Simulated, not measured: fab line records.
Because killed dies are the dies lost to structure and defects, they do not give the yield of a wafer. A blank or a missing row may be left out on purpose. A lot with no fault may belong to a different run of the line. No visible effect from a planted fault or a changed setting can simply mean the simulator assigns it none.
Split-lot study / flow n5Finfet / 21 wafers read across 7 lots, on a route 1938 steps long

## ON THE SPLIT
At N5_MIM_BOT_LITHO_EXPOSE_05 (exposes mask MIM BOT), the setting doseMj was moved away from the recipe's 24.25 on 4 of the 21 wafers read, by -7.3% to +6.3%. This setting was run at the recipe's value on the other wafers.

## FROM THE SPLIT TO THE READING: what the file shows between them, 3 steps
- N5_MIM_BOT_LITHO_PEB_06
- N5_MIM_BOT_LITHO_DEVELOP_07: develop time 60 s
- N5_MIM_BOT_LITHO_HARDBAKE_09: time 120 s

## THE READING
cdNm, in nm, at N5_MIM_BOT_LITHO_CD_MEAS_08 (target cd 3000 nm). Fault-free wafers of this fab line usually give 3000.6 nm, standard deviation 2.1 nm.

wafer=L077.2; tool, chamber at the split=krfScanner-01, 0; doseMj as run=24.25; against the recipe=recipe; cdNm, nm=3002.3; against lot-mates on the recipe=-
wafer=L077.3; tool, chamber at the split=krfScanner-01, 0; doseMj as run=22.47; against the recipe=-7.3%; cdNm, nm=2990.8; against lot-mates on the recipe=-12.5
wafer=L077.4; tool, chamber at the split=krfScanner-01, 0; doseMj as run=24.25; against the recipe=recipe; cdNm, nm=3004.3; against lot-mates on the recipe=-
wafer=L078.2; tool, chamber at the split=krfScanner-02, 0; doseMj as run=24.25; against the recipe=recipe; cdNm, nm=2997.6; against lot-mates on the recipe=-
wafer=L078.5; tool, chamber at the split=krfScanner-02, 0; doseMj as run=24.25; against the recipe=recipe; cdNm, nm=3001.1; against lot-mates on the recipe=-
wafer=L078.6; tool, chamber at the split=krfScanner-02, 0; doseMj as run=24.25; against the recipe=recipe; cdNm, nm=3001.3; against lot-mates on the recipe=-
wafer=L082.1; tool, chamber at the split=krfScanner-01, 0; doseMj as run=24.25; against the recipe=recipe; cdNm, nm=3001.9; against lot-mates on the recipe=-
wafer=L082.2; tool, chamber at the split=krfScanner-01, 0; doseMj as run=24.25; against the recipe=recipe; cdNm, nm=3000.8; against lot-mates on the recipe=-
wafer=L082.5; tool, chamber at the split=krfScanner-01, 0; doseMj as run=24.25; against the recipe=recipe; cdNm, nm=3000.7; against lot-mates on the recipe=-
wafer=L089.2; tool, chamber at the split=krfScanner-02, 0; doseMj as run=24.25; against the recipe=recipe; cdNm, nm=3000.3; against lot-mates on the recipe=-
wafer=L089.3; tool, chamber at the split=krfScanner-02, 0; doseMj as run=24.25; against the recipe=recipe; cdNm, nm=2999.2; against lot-mates on the recipe=-
wafer=L089.4; tool, chamber at the split=krfScanner-02, 0; doseMj as run=24.94; against the recipe=+2.8%; cdNm, nm=3005.7; against lot-mates on the recipe=+5.9
wafer=L088.1; tool, chamber at the split=krfScanner-02, 0; doseMj as run=24.25; against the recipe=recipe; cdNm, nm=3000.4; against lot-mates on the recipe=-
wafer=L088.3; tool, chamber at the split=krfScanner-02, 0; doseMj as run=24.25; against the recipe=recipe; cdNm, nm=3000.5; against lot-mates on the recipe=-
wafer=L088.4; tool, chamber at the split=krfScanner-02, 0; doseMj as run=24.25; against the recipe=recipe; cdNm, nm=2999.2; against lot-mates on the recipe=-
wafer=L096.1; tool, chamber at the split=krfScanner-02, 0; doseMj as run=24.25; against the recipe=recipe; cdNm, nm=3001.7; against lot-mates on the recipe=-
wafer=L096.2; tool, chamber at the split=krfScanner-02, 0; doseMj as run=25.78; against the recipe=+6.3%; cdNm, nm=3013.4; against lot-mates on the recipe=+11.7
wafer=L096.3; tool, chamber at the split=krfScanner-02, 0; doseMj as run=25.78; against the recipe=+6.3%; cdNm, nm=3013.8; against lot-mates on the recipe=+12.1
wafer=L094.1; tool, chamber at the split=krfScanner-02, 0; doseMj as run=24.25; against the recipe=recipe; cdNm, nm=3003.0; against lot-mates on the recipe=-
wafer=L094.2; tool, chamber at the split=krfScanner-02, 0; doseMj as run=24.25; against the recipe=recipe; cdNm, nm=2999.2; against lot-mates on the recipe=-
wafer=L094.3; tool, chamber at the split=krfScanner-02, 0; doseMj as run=24.25; against the recipe=recipe; cdNm, nm=2997.2; against lot-mates on the recipe=-

FIT RESULTS
A straight line over all 21 wafers: cdNm changes by +1.75 nm for each +1% of doseMj; r = +0.93; the points scatter about the line by 1.9 nm.
The same after taking each lot's own level away (the mean of its wafers on the recipe; 21 wafers): +1.82 nm for each +1%; r = +0.97; scatter 1.3 nm.
On that fit, the largest move of doseMj shifts the reading by 13 nm.
Measured against the standard deviation above, the lots' own levels, which go from 2999.75 to 3003.30 nm, span 1.7 times it.
Hence the lot-to-lot level has little effect on the slope; both slopes agree.
Check: with one of the wafers moved furthest among these (-7.3%) left out of the fit, the line predicts -13.9 nm for it against its lot-mates. Against them it came out at -12.5 nm.

## OTHER SPLITS APPLIED TO THESE WAFERS
Note: prior to the reading, these wafers also went through further splits. Each is held against what the fit with the lots' levels taken away leaves over:
other split on the same wafers=N5_BEOL_M15_EXPOSE_07 doseMj; wafers away from the commonest value=10; r with cdNm (lot level and that fit taken away)=+0.24

## THE FILE'S OWN FIT
cdNm changes by +1.8 nm for each +1% of doseMj, r = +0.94.
